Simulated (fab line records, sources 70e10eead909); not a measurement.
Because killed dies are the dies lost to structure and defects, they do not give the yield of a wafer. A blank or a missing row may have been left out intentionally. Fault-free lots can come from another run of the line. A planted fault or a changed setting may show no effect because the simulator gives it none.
Which tool is to blame? ; flow nand harc ; 33 wafers from 11 lots sampled at 5 of the route's 1159 steps

## WHAT THE GAUGES SHOWED, per wafer
NHARC_END_SORT_01.
lot;measured;on;killed open
L237;day 19 22:22;prober-01;4 3 3
L243;day 20 23:54;prober-02;4 3 4
L246;day 21 16:49;prober-01;3 1 4
L245;day 21 18:25;prober-02;1 4 2
L247;day 22 00:38;prober-02;3 4 4
L256;day 24 08:07;prober-02;5 6 8

## WHAT TOOL EACH LOT RAN ON (gives the tool, then ch and the chambers of the sampled wafers, and finally the start)
lot;NHARC_P_M2_DESCUM_14;NHARC_P_M2_STRIP_18;NHARC_P_M2_ETCH_28;NHARC_P_M2_DEGAS_29
L237;rie diel-03 ch 0,1,3, day 6 05:56;rie diel-04 ch 0,1,3, day 6 06:18;rie diel-04 ch 0,1, day 6 06:32;pvd sputter-01, day 6 06:57
L241;rie diel-04 ch 0,1,3, day 6 22:17;rie diel-04 ch 0,1, day 6 22:41;rie diel-04 ch 0,1,2, day 6 22:55;pvd sputter-03, day 6 23:18
L240;rie diel-08 ch 0,2,3, day 6 23:08;rie diel-04 ch 1,2,3, day 6 23:30;rie diel-04 ch 0,2,3, day 6 23:45;pvd sputter-03, day 7 00:10
L243;rie diel-03 ch 0,3, day 7 19:29;rie diel-03 ch 2,3, day 7 19:52;rie diel-03 ch 0,1,3, day 7 20:07;pvd sputter-03, day 7 20:31
L246;rie diel-04 ch 0,2,3, day 8 15:20;rie diel-03 ch 0,2,3, day 8 15:46;rie diel-03 ch 1,3, day 8 15:58;pvd sputter-01, day 8 16:22
L245;rie diel-04 ch 0,2, day 8 15:38;rie diel-04 ch 0,1,2, day 8 16:03;rie diel-04 ch 0,1, day 8 16:19;pvd sputter-02, day 8 16:43
L247;rie diel-04 ch 0,2, day 9 01:16;rie diel-04 ch 0,1, day 9 01:41;rie diel-04 ch 0,1, day 9 02:25;pvd sputter-01, day 9 02:50
L248;rie diel-04 ch 0,1,2, day 9 07:50;rie diel-04 ch 1,2,3, day 9 08:14;rie diel-04 ch 1,3, day 9 08:26;pvd sputter-02, day 9 08:51
L255;rie diel-04 ch 0,1,3, day 10 16:50;rie diel-04 ch 0,2, day 10 17:15;rie diel-04 ch 0,2,3, day 10 17:28;pvd sputter-01, day 10 17:53
L254;rie diel-04 ch 0,1,3, day 10 20:16;rie diel-04 ch 0,2,3, day 10 20:42;rie diel-04 ch 0,1,3, day 10 20:55;pvd sputter-02, day 10 21:19
L256;rie diel-04 ch 0,1,2, day 10 22:22;rie diel-04 ch 2,3, day 10 22:44;rie diel-04 ch 0,1,3, day 10 22:59;pvd sputter-02, day 10 23:22
- NHARC_P_M2_DESCUM_14: chemistry O2, time 3 s.
- NHARC_P_M2_STRIP_18: strips in N2/H2.
- NHARC_P_M2_ETCH_28: etches the open film in CF4/N2, target depth 30 nm, time 72.99 s.
- NHARC_P_M2_DEGAS_29: time 60 s.

## THE ANSWER, worked out from the rows above alone
Rule: usual is defined by the lots themselves. Put in order of their means at a reading, lots are off if they are a third of the lots or fewer, leave a main group of 4 or more, and stand apart from it by a gap of 3 or more times the standard deviation of the main group's means; of several such gaps the widest counts. A main group is skipped when, at the precision printed for the reading in the tables above, its means are all equal. A lot without any number at a reading at which 4 lots or more have one is off too. Where the step has rows for the other lots, those lots are counted as sound.
Off: L256, at NHARC_END_SORT_01 (killed open). Main group: mean 3.1, sd 0.54. Neither off nor sound, because the step has no rows for them: L241, L240, L248, L255, L254.
If a tool, at a process step before that reading, ran all the lots that are off and no sound lot after the first of them, it fits. The gauges at NHARC_END_SORT_01 are tried like those tools. Can't be told from this: 3 tools fit, rie diel-04 at NHARC_P_M2_DESCUM_14 and NHARC_P_M2_STRIP_18 and NHARC_P_M2_ETCH_28, pvd sputter-02 at NHARC_P_M2_DEGAS_29, prober-02 at NHARC_END_SORT_01.

## WHAT THE SIMULATOR HAD INSERTED
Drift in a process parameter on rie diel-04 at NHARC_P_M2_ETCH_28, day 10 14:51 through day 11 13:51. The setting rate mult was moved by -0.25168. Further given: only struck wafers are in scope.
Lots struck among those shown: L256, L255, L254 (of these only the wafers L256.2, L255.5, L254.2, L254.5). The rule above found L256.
